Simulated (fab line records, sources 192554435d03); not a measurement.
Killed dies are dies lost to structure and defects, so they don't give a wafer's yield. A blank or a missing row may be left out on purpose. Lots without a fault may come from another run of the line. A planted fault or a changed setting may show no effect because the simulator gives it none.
fab line records | flow n5_finfet
record lots=9 wafers=27 last_day=19
route steps=1938 shown BEOL_M0_SAQP@639 BEOL_M4@1111 PASSIVATION@1936
lots that met no fault: from a run of the same line without faults
start_h: hours from the record's first day to the start of the lot's first wafer shown | wait_h: hours since the lot's step before | " the same as in the row above | L1.1+2: a row that stands for several wafers | - no value, or no start given | * or withheld: withheld | < > ~ a bound
route shown NAME@n: a module of which the file shows steps, and the number in the route of the first | usual: mean/standard deviation of fault-free wafers | same: alike in all rows | chamber/n: place in a boat | sites: the reading at each site | _std_site: their standard deviation | _edge_site: outer sites' mean less inner sites' | radius_mm: how far each site lies from the wafer's centre | mask NAME#n: copy n | behind: the tool/chamber that last shaped the wafer | hold: why the lot was held/for how many hours/how that ended | device: the transistor (n, p or np) that didn't switch | end of line: the same wafers' tests at the end of the route | a step without rows: its recipe alone | killed: dies lost to structure and defects at the first sort, not the wafer's yield | map: a wafer's dies, x killed, . not, _ none there
set.NAME: the setting as run; set.NAME@STEP: as run at that earlier step | model.NAME: the simulator's own value behind a step, which no gauge read
steps of the route over a sample of lots; a table a step, a row a wafer
services: from which hour (start_h, from the record's first day; less than 0 if before it) a tool's chamber was out of use, for how many hours, and why
## steps
# step N5_BEOL_M0_SAQP_THK_MEAS_05
# usual thk_nm=59.8/0.82
# columns lot.wafer tool chamber start_h wait_h thk_nm
L155.3 film_metro-02 - 121.81 0.1 58.9
L155.4 " - " " 59.9
L155.5 " - " " 61.8
L156.2 film_metro-01 - 128.36 0.1 58.4
L156.3 " - " " 60.1
L156.5 " - " " 60.5
L157.3 film_metro-02 - 130.08 0.1 58.8
L157.4 " - " " 58.9
L157.6 " - " " 59.6
L158.1 film_metro-02 - 141.65 0.1 58.7
L158.3 " - " " 59.4
L158.4 " - " " 60.1
L159.3 film_metro-01 - 147.77 0.1 59.7
L159.4 " - " " 59.7
L159.5 " - " " 60.4
L166.2 film_metro-01 - 184.58 0.1 59.3
L166.3 " - " " 60.4
L166.4 " - " " 60.0
L169.1 film_metro-02 - 201.95 0.1 59.4
L169.2 " - " " 58.4
L169.4 " - " " 59.5
L175.2 film_metro-02 - 241.28 0.1 58.3
L175.3 " - " " 58.5
L175.5 " - " " 60.2
L176.2 film_metro-02 - 242.30 0.1 59.5
L176.4 " - " " 61.2
L176.6 " - " " 60.8
# step N5_BEOL_M0_SAQP_ETCH_84
# recipe chemistry=N2/H2 target=SOC target_depth_a=1000 overetch_a=200 mask_material=SiARC temp_c=40 time_s=150 ion_energy_ev=200 pressure_mtorr=30 source_w=840 bias_w=150 n2_flow_sccm=200 h2_flow_sccm=200
# usual bias_w=150.0/0.46 drypump_motor_current_A=6.2/0.45 oes_product_au=0.67/0.052 rf_fwd_power_W=836.0/2.6 rf_vpp_V=523.3/2.4 showerhead_plenum_p_Torr=2.53/0.079 throttle_valve_pct=17.92/0.18
# columns lot.wafer tool chamber start_h wait_h bias_w drypump_motor_current_A oes_product_au rf_fwd_power_W rf_hours_counter_h rf_vpp_V showerhead_plenum_p_Torr throttle_valve_pct
L155.3 rie_diel-06 2 122.46 0.0 151.3 6.7 0.65 837.1 202 520.7 2.42 17.99
L155.4 " 1 " " 150.7 5.8 0.69 839.3 131 520.9 2.47 17.63
L155.5 " 2 " " 150.4 6.7 0.65 836.2 - 520.4 2.42 17.98
L156.2 rie_diel-05 2 129.01 0.0 149.5 6.7 0.65 837.8 211 522.4 2.53 17.80
L156.3 " 1 " " 150.1 5.7 0.65 837.9 186 519.1 2.44 18.18
L156.5 " 3 " " 150.4 5.2 0.67 840.5 - 523.3 2.52 17.83
L157.3 rie_diel-02 3 130.74 0.0 150.6 6.5 0.72 840.3 96 522.2 2.46 18.07
L157.4 " 0 " " 150.5 6.5 0.67 835.5 137 526.2 2.55 18.09
L157.6 " 0 " " 150.1 6.5 0.67 834.0 - 525.0 2.55 18.09
L158.1 rie_diel-06 0 142.43 0.0 150.9 6.5 0.81 834.5 22 525.3 2.59 17.61
L158.3 " 2 " " 149.6 6.7 0.64 835.9 207 519.9 2.41 17.97
L158.4 " 3 " " 150.5 5.5 0.65 835.8 157 527.5 2.64 17.95
L159.3 rie_diel-02 0 148.43 0.0 150.0 6.6 0.67 833.9 142 523.9 2.55 18.11
L159.4 " 3 " " 149.6 6.5 0.72 839.0 101 521.0 2.46 18.10
L159.5 " 0 " " 149.7 6.5 0.66 834.2 - 523.5 2.55 18.11
L166.2 rie_diel-02 3 185.23 0.0 149.6 6.5 0.70 838.7 111 523.7 2.45 18.11
L166.3 " 2 " " 150.1 5.9 0.62 837.1 214 524.5 2.52 17.91
L166.4 " 0 " " 149.7 6.6 0.66 832.3 152 522.8 2.55 18.12
L169.1 rie_diel-06 0 202.60 0.0 150.2 6.4 0.78 835.9 39 525.1 2.58 17.63
L169.2 " 1 " " 150.0 5.8 0.68 833.6 152 521.3 2.46 17.67
L169.4 " 1 " " 150.1 5.8 0.67 836.9 - 520.8 2.46 17.67
L175.2 rie_diel-02 3 242.07 0.0 150.1 6.6 0.68 836.1 129 519.6 2.45 18.13
L175.3 " 2 " " 150.5 5.9 0.61 833.7 234 523.5 2.51 17.94
L175.5 " 0 " " 149.6 6.5 0.64 834.5 - 524.0 2.54 18.14
L176.2 rie_diel-02 1 242.98 0.0 150.4 5.7 0.63 839.1 192 526.4 2.63 17.92
L176.4 " 0 " " 149.9 6.6 0.65 832.7 169 525.1 2.54 18.16
L176.6 " 3 " " 150.4 6.5 0.69 834.9 - 521.1 2.45 18.14
# step N5_BEOL_M0_SAQP_MANDREL_ETCH_20
# recipe target_depth_a=600 chemistry=HBr/Cl2 target=a-Si stop_on=SiNx bt_time_s=10 mask_material=SOC over_etch_frac=0.5 time_s=30 pressure_mtorr=10 icp_w=800 bias_w=75 HBr_flow_sccm=150 Cl2_flow_sccm=80 ends=end_point
# usual bias_w=75.00/0.22 drypump_motor_current_A=5.6/0.53 oes_product_au=0.776/0.012 rf_fwd_power_W=795.8/2.5 throttle_valve_pct=35.5/0.31
# columns lot.wafer tool chamber start_h wait_h bias_w drypump_motor_current_A oes_product_au rf_fwd_power_W rf_hours_counter_h throttle_valve_pct
L155.3 rie_si-03 1 122.65 0.0 75.23 6.8 0.768 797.8 21 35.3
L155.4 " 3 " " 74.75 5.5 0.755 794.2 70 35.9
L155.5 " 3 " " 75.11 5.4 0.769 796.7 - 35.9
L156.2 rie_si-01 1 129.20 0.0 75.39 5.9 0.771 796.6 172 35.3
L156.3 " 0 " " 75.11 5.4 0.805 798.7 72 35.4
L156.5 " 2 " " 74.84 5.1 0.764 797.3 - 36.2
L157.3 rie_si-04 0 130.93 0.0 75.14 5.4 0.766 795.9 13 35.7
L157.4 " 3 " " 74.89 5.6 0.760 797.6 166 35.3
L157.6 " 3 " " 75.22 5.6 0.774 797.8 - 35.3
L158.1 rie_si-01 3 142.62 0.0 74.99 4.7 0.772 796.5 190 35.8
L158.3 " 1 " " 75.04 6.0 0.775 800.2 172 35.3
L158.4 " 2 " " 74.65 5.1 0.774 799.6 177 36.2
L159.3 rie_si-04 1 148.62 0.0 75.05 4.8 0.772 795.2 40 35.3
L159.4 " 2 " " 75.12 5.8 0.770 796.5 148 35.3
L159.5 " 1 " " 75.20 4.8 0.769 799.2 - 35.3
L166.2 rie_si-04 0 185.42 0.0 74.87 5.5 0.781 988.1 14 35.7
L166.3 " 2 " " 74.74 5.8 0.768 800.6 149 35.3
L166.4 " 1 " " 75.33 4.8 0.772 798.7 41 35.3
L169.1 rie_si-03 2 202.79 0.0 74.99 5.6 0.772 790.4 11 35.3
L169.2 " 0 " " 74.92 6.2 0.761 792.6 145 35.8
L169.4 " 3 " " 74.86 5.5 0.756 793.4 71 36.0
L175.2 rie_si-01 0 242.26 0.0 74.49 5.5 0.778 802.0 74 35.5
L175.3 " 3 " " 74.78 4.7 0.765 795.9 1 36.0
L175.5 " 3 " " 75.02 4.7 0.786 795.3 - 35.9
L176.2 rie_si-03 2 243.17 0.0 75.28 5.6 0.784 793.5 12 35.3
L176.4 " 3 " " 74.89 5.5 0.776 793.8 - 35.9
L176.6 " 2 " " 75.21 5.6 0.795 792.7 - 35.3
# step N5_BEOL_M0_SAQP_RECESS_114
# recipe chemistry=HF/NH3 target=SiO2 target_depth_a=144 afs_cycles=3 temp_c=30 sublimation_temp_c=180 sublimation_time_s=60
# usual drypump_motor_current_A=5.6/0.65
# columns lot.wafer tool chamber start_h wait_h drypump_motor_current_A
L155.3 vapor_etch-01 0 123.18 0.1 6.6
L155.4 " 1 " " 4.9
L155.5 " 1 " " 4.9
L156.2 vapor_etch-02 1 129.43 0.0 6.0
L156.3 " 1 " " 6.0
L156.5 " 1 " " 6.0
L157.3 vapor_etch-02 0 131.31 0.1 5.1
L157.4 " 1 " " 6.0
L157.6 " 1 " " 6.0
L158.1 vapor_etch-01 1 142.87 0.0 4.9
L158.3 " 0 " " 6.6
L158.4 " 1 " " 4.9
L159.3 vapor_etch-01 0 148.97 0.1 6.5
L159.4 " 1 " " 4.9
L159.5 " 1 " " 4.9
L166.2 vapor_etch-02 0 185.65 0.0 5.1
L166.3 " 1 " " 6.0
L166.4 " 0 " " 5.1
L169.1 vapor_etch-01 1 203.02 0.0 4.9
L169.2 " 0 " " 6.6
L169.4 " 1 " " 4.9
L175.2 vapor_etch-01 1 242.53 0.0 4.9
L175.3 " 1 " " 4.9
L175.5 " 0 " " 6.5
L176.2 vapor_etch-02 1 243.40 0.0 6.0
L176.4 " 1 " " 6.0
L176.6 " 1 " " 6.0
# step N5_BEOL_M4_RC_MEAS_101
# usual DIBL_N=36.8/1.9 DIBL_P=36.5/2.1 IOFF_N=0.17/0.038 IOFF_P=0.22/0.039 ION_N=675/12 ION_P=463/7.4 SS_N=71.6/0.71 SS_P=73.4/0.72 VT_N=249/3.3 VT_P=-250/3.3
# columns lot.wafer tool chamber start_h wait_h DIBL_N[mV/V] DIBL_P[mV/V] IOFF_N[nA/um] IOFF_P[nA/um] ION_N[uA/um] ION_P[uA/um] SS_N[mV/dec] SS_P[mV/dec] VT_N[mV] VT_P[mV]
L155.3 prober-02 0 195.06 0.3 37.8 37.4 0.19 0.25 672 461 71.9 73.3 248 -249
L155.4 " 0 " " 36.4 36.3 0.17 0.23 678 465 71.3 73.2 248 -247
L155.5 " 0 " " 37.7 38.7 0.19 0.27 684 472 71.3 73.7 242 -244
L156.2 prober-01 0 195.36 0.2 34.4 35.3 0.14 0.19 671 453 70.9 73.0 250 -252
L156.3 " 0 " " 33.6 34.6 0.13 0.18 657 455 71.0 72.9 252 -251
L156.5 " 0 " " 34.9 35.1 0.15 0.19 670 455 70.8 73.9 253 -251
L157.3 prober-01 0 197.22 0.3 34.9 33.1 0.12 0.15 653 449 71.0 72.1 254 -257
L157.4 " 0 " " 35.7 34.4 0.13 0.16 665 455 71.1 72.6 255 -255
L157.6 " 0 " " 32.1 30.7 0.10 0.13 645 447 70.5 72.0 255 -255
L158.1 prober-02 0 203.56 0.0 40.9 40.5 0.23 0.29 690 470 72.9 75.1 247 -247
L158.3 " 0 " " 39.9 40.0 0.24 0.31 705 486 72.0 74.4 241 -244
L158.4 " 0 " " 36.8 35.5 0.16 0.21 678 468 70.9 73.7 249 -250
L159.3 prober-02 0 237.44 0.3 33.6 33.0 0.12 0.16 654 458 70.5 72.4 253 -254
L159.4 " 0 " " 36.5 35.9 0.16 0.20 667 456 71.6 73.9 250 -252
L159.5 " 0 " " 37.0 37.0 0.17 0.21 657 452 71.3 74.4 249 -250
L169.1 prober-02 0 267.33 0.0 35.6 35.2 0.14 0.21 671 466 71.0 73.7 252 -250
L169.2 " 0 " " 34.5 34.4 0.13 0.20 668 464 70.7 72.6 255 -246
L169.4 " 0 " " 35.5 35.4 0.14 0.22 678 467 71.7 73.4 253 -247
L166.2 prober-01 0 282.60 0.2 35.1 33.2 0.13 0.17 676 463 70.5 72.2 252 -254
L166.3 " 0 " " 36.4 34.4 0.14 0.18 662 455 71.1 73.1 252 -251
L166.4 " 0 " " 36.0 34.9 0.13 0.19 670 463 70.7 72.9 253 -251
L176.2 prober-01 0 333.07 0.2 36.3 35.6 0.14 0.21 661 463 71.8 72.3 252 -248
L176.4 " 0 " " 36.0 34.3 0.12 0.19 661 462 70.5 72.2 254 -251
L176.6 " 0 " " 35.1 33.1 0.12 0.18 654 457 70.5 72.3 254 -250
L175.2 prober-02 0 337.79 0.2 38.5 38.1 0.20 0.25 698 472 72.2 73.8 244 -247
L175.3 " 0 " " 41.7 40.6 0.28 0.31 685 470 72.6 74.5 242 -245
L175.5 " 0 " " 36.9 34.9 0.16 0.20 680 465 71.7 73.5 250 -251
# step N5_PASSIVATION_PROBE_49
# usual defect_limited_yield=91.3/1.4 killed_at_M0_to_M3=33/11 killed_at_M4_up=15/6.2 killed_at_contacts=13/6.5 killed_at_front_end=38/11 killed_at_other=3.4/2.6 killed_dies=102/17 killed_open=67/12 killed_short=34/7.9 sort_bin_5_function=5.1/0.88 sort_bin_6_memory=3.3/0.65 sort_n_pass=1078/17 sort_yield_pct=91.3/1.4
# same gross_dies=1180 killed_at_back_side=0 sort_bin_4_leakage[%]=0 sort_bin_8_speed[%]=0
# columns lot.wafer tool chamber start_h wait_h defect_limited_yield[%] killed_at_M0_to_M3 killed_at_M4_up killed_at_contacts killed_at_front_end killed_at_other killed_dies killed_open killed_short sort_bin_5_function[%] sort_bin_6_memory[%] sort_n_pass sort_yield_pct[%]
L156.2 prober-02 - 295.00 0.1 88.9 49 14 20 45 3 131 90 41 7.1 3.5 1049 88.9
L156.3 prober-02 - 295.05 0.1 89.1 43 23 15 43 5 129 85 43 6.4 4.2 1051 89.1
L156.5 prober-02 - 295.15 0.2 90.2 44 21 20 29 2 116 75 39 5.4 4.2 1064 90.2
L157.3 prober-02 - 310.72 0.1 88.6 73 15 13 30 3 134 84 47 6.6 4.3 1046 88.6
L157.4 prober-02 - 310.77 0.2 89.5 53 10 20 38 3 124 70 51 5.9 4.1 1056 89.5
L157.6 prober-02 - 310.87 0.3 92.6 33 12 8 30 4 87 61 25 4.2 2.9 1093 92.6
L159.3 prober-01 - 346.12 0.1 90.5 48 11 17 31 5 112 73 36 5.0 3.8 1068 90.5
L159.4 prober-01 - 346.17 0.2 91.4 36 10 18 29 9 102 76 26 5.5 3.1 1078 91.4
L159.5 prober-01 - 346.22 0.2 90.9 31 19 24 27 6 107 80 26 5.1 3.6 1073 90.9
L169.1 prober-01 - 369.30 0.0 93.1 21 17 3 41 0 82 45 34 4.1 2.7 1098 93.1
L169.2 prober-01 - 369.35 0.1 91.2 34 10 9 48 3 104 65 37 5.8 2.7 1076 91.2
L169.4 prober-01 - 369.45 0.2 90.2 23 16 11 63 3 116 74 42 5.3 4.0 1064 90.2
L166.2 prober-02 - 388.89 0.1 93.9 25 9 5 29 4 72 40 28 4.0 2.1 1108 93.9
L166.3 prober-02 - 388.94 0.1 92.0 30 18 18 25 3 94 64 29 4.7 3.0 1086 92.0
L166.4 prober-02 - 388.99 0.2 92.3 31 6 17 36 1 91 63 28 4.3 3.2 1089 92.3
L176.2 prober-01 - 449.98 0.1 90.9 34 16 8 43 6 107 74 33 5.1 3.8 1073 90.9
L176.4 prober-01 - 450.08 0.2 91.0 42 14 18 29 3 106 72 34 4.7 4.1 1074 91.0
L176.6 prober-01 - 450.18 0.3 90.7 32 25 5 39 9 110 67 43 6.0 3.1 1070 90.7
# killed by level:class
L156.2 MOL_CONTACT_COAG:geometric_particle:open=14 STI_FIN_REVEAL:geometric_particle:open=13 BEOL_M0_SAQP:geometric_particle:open=11 BEOL_M0_SAQP:geometric_particle:short=11 BEOL_M1:geometric_particle:open=9 BEOL_M2:geometric_particle:open=9 BEOL_M0:geometric_particle:open=6 BEOL_M4:geometric_particle:open=6
L156.3 FIN_SAQP:geometric_particle:short=11 MOL_CONTACT_COAG:geometric_particle:open=11 FIN_SAQP:geometric_particle:open=10 BEOL_M0_SAQP:geometric_particle:open=10 BEOL_M4:geometric_particle:open=9 BEOL_M0_SAQP:geometric_particle:short=9 BEOL_M1:geometric_particle:open=8 STI_FIN_REVEAL:geometric_particle:open=6
L156.5 MOL_CONTACT_COAG:geometric_particle:open=15 BEOL_M0_SAQP:geometric_particle:open=15 BEOL_M0_SAQP:geometric_particle:short=14 BEOL_M4:geometric_particle:open=8 FIN_SAQP:geometric_particle:short=7 BEOL_M3:geometric_particle:open=6 MOL_CONTACT_COAG:geometric_particle:short=5 DUMMY_GATE:geometric_particle:open=4
L157.3 BEOL_M0_SAQP:geometric_particle:open=19 BEOL_M0_SAQP:geometric_particle:short=14 BEOL_M2:geometric_particle:open=12 MOL_CONTACT_COAG:geometric_particle:open=11 BEOL_M1:geometric_particle:open=11 BEOL_M4:geometric_particle:short=7 BEOL_M3:geometric_particle:open=6 BEOL_M4:geometric_particle:open=6
L157.4 MOL_CONTACT_COAG:geometric_particle:open=18 BEOL_M2:geometric_particle:open=13 FIN_SAQP:geometric_particle:short=8 BEOL_M0_SAQP:geometric_particle:short=7 BEOL_M0_SAQP:geometric_particle:open=6 BEOL_M2:geometric_particle:short=6 STI_FIN_REVEAL:geometric_particle:open=5 GATE_CUT:geometric_particle:short=5
L157.6 STI_FIN_REVEAL:geometric_particle:open=12 BEOL_M0_SAQP:geometric_particle:short=9 MOL_CONTACT_COAG:geometric_particle:open=7 BEOL_M0_SAQP:geometric_particle:open=7 BEOL_M2:geometric_particle:open=6 BEOL_M4:geometric_particle:open=5 BEOL_M1:geometric_particle:open=4 FIN_SAQP:geometric_particle:short=3
L159.3 MOL_CONTACT_COAG:geometric_particle:open=15 BEOL_M2:geometric_particle:open=10 BEOL_M0_SAQP:geometric_particle:open=8 BEOL_M1:geometric_particle:open=8 BEOL_M0_SAQP:geometric_particle:short=7 BEOL_M1:geometric_particle:short=6 BEOL_M4:geometric_particle:open=6 STARTING-WAFER:geometric_particle:short=6
L159.4 MOL_CONTACT_COAG:geometric_particle:open=15 BEOL_M1:geometric_particle:open=11 FIN_SAQP:geometric_particle:open=10 BEOL_M0_SAQP:geometric_particle:open=9 BEOL_M3:geometric_particle:open=6 STI_FIN_REVEAL:geometric_particle:open=5 PASS1_CAP:geometric_particle:short=4 DUMMY_GATE:geometric_particle:open=3
L159.5 MOL_CONTACT_COAG:geometric_particle:open=19 BEOL_M4:geometric_particle:open=11 BEOL_M3:geometric_particle:open=8 STARTING-WAFER:geometric_particle:open=7 BEOL_M2:geometric_particle:open=6 MOL_CONTACT_COAG:geometric_particle:short=5 BEOL_M0_SAQP:geometric_particle:open=5 DUMMY_GATE:geometric_particle:open=4
L169.1 FIN_SAQP:geometric_particle:short=6 BEOL_M3:geometric_particle:open=6 STI_FIN_REVEAL:geometric_particle:open=5 FIN_SAQP:geometric_particle:open=4 STI_FIN_REVEAL:geometric_particle:short=4 ILD0:geometric_particle:short=4 BEOL_M0_SAQP:geometric_particle:short=4 BEOL_M6:geometric_particle:open=4
L169.2 STI_FIN_REVEAL:geometric_particle:open=14 BEOL_M0_SAQP:geometric_particle:open=11 BEOL_M0_SAQP:geometric_particle:short=9 MOL_CONTACT_COAG:geometric_particle:open=8 GATE_CUT:geometric_particle:short=6 GATE_CUT:geometric_particle:open=5 FIN_SAQP:geometric_particle:short=4 DUMMY_GATE:geometric_particle:open=4
L169.4 FIN_SAQP:geometric_particle:open=11 FIN_SAQP:geometric_particle:short=10 GATE_CUT:geometric_particle:short=10 BEOL_M3:geometric_particle:open=9 MOL_CONTACT_COAG:geometric_particle:open=9 DUMMY_GATE:geometric_particle:open=8 BEOL_M4:geometric_particle:open=7 STI_FIN_REVEAL:geometric_particle:open=6
L166.2 FIN_SAQP:geometric_particle:short=10 FIN_SAQP:geometric_particle:open=8 BEOL_M0:geometric_particle:short=7 DUMMY_GATE:geometric_particle:open=4 BEOL_M0:geometric_particle:open=4 MOL_CONTACT_COAG:geometric_particle:open=3 BEOL_M3:geometric_particle:open=3 BEOL_M0_SAQP:geometric_particle:open=3
L166.3 MOL_CONTACT_COAG:geometric_particle:open=16 BEOL_M2:geometric_particle:open=9 BEOL_M0_SAQP:geometric_particle:open=8 DUMMY_GATE:geometric_particle:open=7 BEOL_M4:geometric_particle:open=7 BEOL_M0_SAQP:geometric_particle:short=5 FIN_SAQP:geometric_particle:short=4 FIN_SAQP:geometric_particle:open=3
L166.4 MOL_CONTACT_COAG:geometric_particle:open=15 FIN_SAQP:geometric_particle:open=14 BEOL_M2:geometric_particle:open=10 FIN_SAQP:geometric_particle:short=8 BEOL_M1:geometric_particle:open=6 STARTING-WAFER:geometric_particle:short=5 BEOL_M0_SAQP:geometric_particle:short=4 BEOL_M3:geometric_particle:open=4
L176.2 FIN_SAQP:geometric_particle:short=11 BEOL_M2:geometric_particle:open=11 FIN_SAQP:geometric_particle:open=9 MOL_CONTACT_COAG:geometric_particle:open=7 BEOL_M4:geometric_particle:open=7 STI_FIN_REVEAL:geometric_particle:open=5 BEOL_M3:geometric_particle:open=5 BEOL_M1:geometric_particle:open=5
L176.4 MOL_CONTACT_COAG:geometric_particle:open=14 BEOL_M3:geometric_particle:open=13 DUMMY_GATE:geometric_particle:open=9 BEOL_M2:geometric_particle:open=7 BEOL_M1:geometric_particle:open=5 FIN_SAQP:geometric_particle:short=4 GATE_CUT:geometric_particle:short=4 MOL_CONTACT_COAG:geometric_particle:short=4
L176.6 DUMMY_GATE:geometric_particle:open=9 FIN_SAQP:geometric_particle:short=8 BEOL_M4:geometric_particle:open=8 BEOL_M2:geometric_particle:open=8 FIN_SAQP:geometric_particle:open=7 BEOL_M2:geometric_particle:short=6 GATE_CUT:geometric_particle:short=5 MOL_CONTACT_COAG:geometric_particle:open=5
## services
# columns tool chamber start_h hours kind
vapor_etch-02 - 98.77 2.3 repair
rie_diel-05 0 122.27 - clean
rie_diel-05 0 122.27 - consumable_replace:focus_ring
rie_diel-05 0 122.27 24.0 scheduled_down
rie_diel-05 0 122.27 24.0 vent_cycle
rie_si-03 2 144.22 29.4 repair
rie_si-03 - 148.63 11.8 repair
rie_si-01 3 180.22 - clean
rie_si-01 3 180.22 20.1 scheduled_down
rie_si-01 3 180.22 20.1 vent_cycle
vapor_etch-02 - 183.53 1.0 repair
rie_diel-05 1 198.10 1.3 repair
rie_diel-06 3 216.58 5.0 repair
rie_si-01 1 219.04 13.9 repair
rie_si-03 - 234.34 2.8 pm
rie_si-03 0 237.16 55.4 repair
rie_diel-06 1 240.99 8.6 repair
## key
first_sign step=N5_BEOL_M0_SAQP_MANDREL_ETCH_20 reading=rf_fwd_power_W direction=up sigmas=78 usual=* struck=*
effect none on later readings
met_at N5_BEOL_M0_SAQP_MANDREL_ETCH_20
struck_lots L166
struck_wafers L166.2
not_acting_at N5_BEOL_M0_SAQP_THK_MEAS_05,N5_BEOL_M0_SAQP_ETCH_84,N5_BEOL_M0_SAQP_RECESS_114
onset_between 130.93 185.42
fault kind=process_parameter_drift tool=rie_si-04 chamber=0 onset_h=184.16 steps=N5_BEOL_M0_SAQP_MANDREL_ETCH_20 channel=icp_w offset=192 shape=step end_h=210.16 acts_in=these_recipes_only stated=800
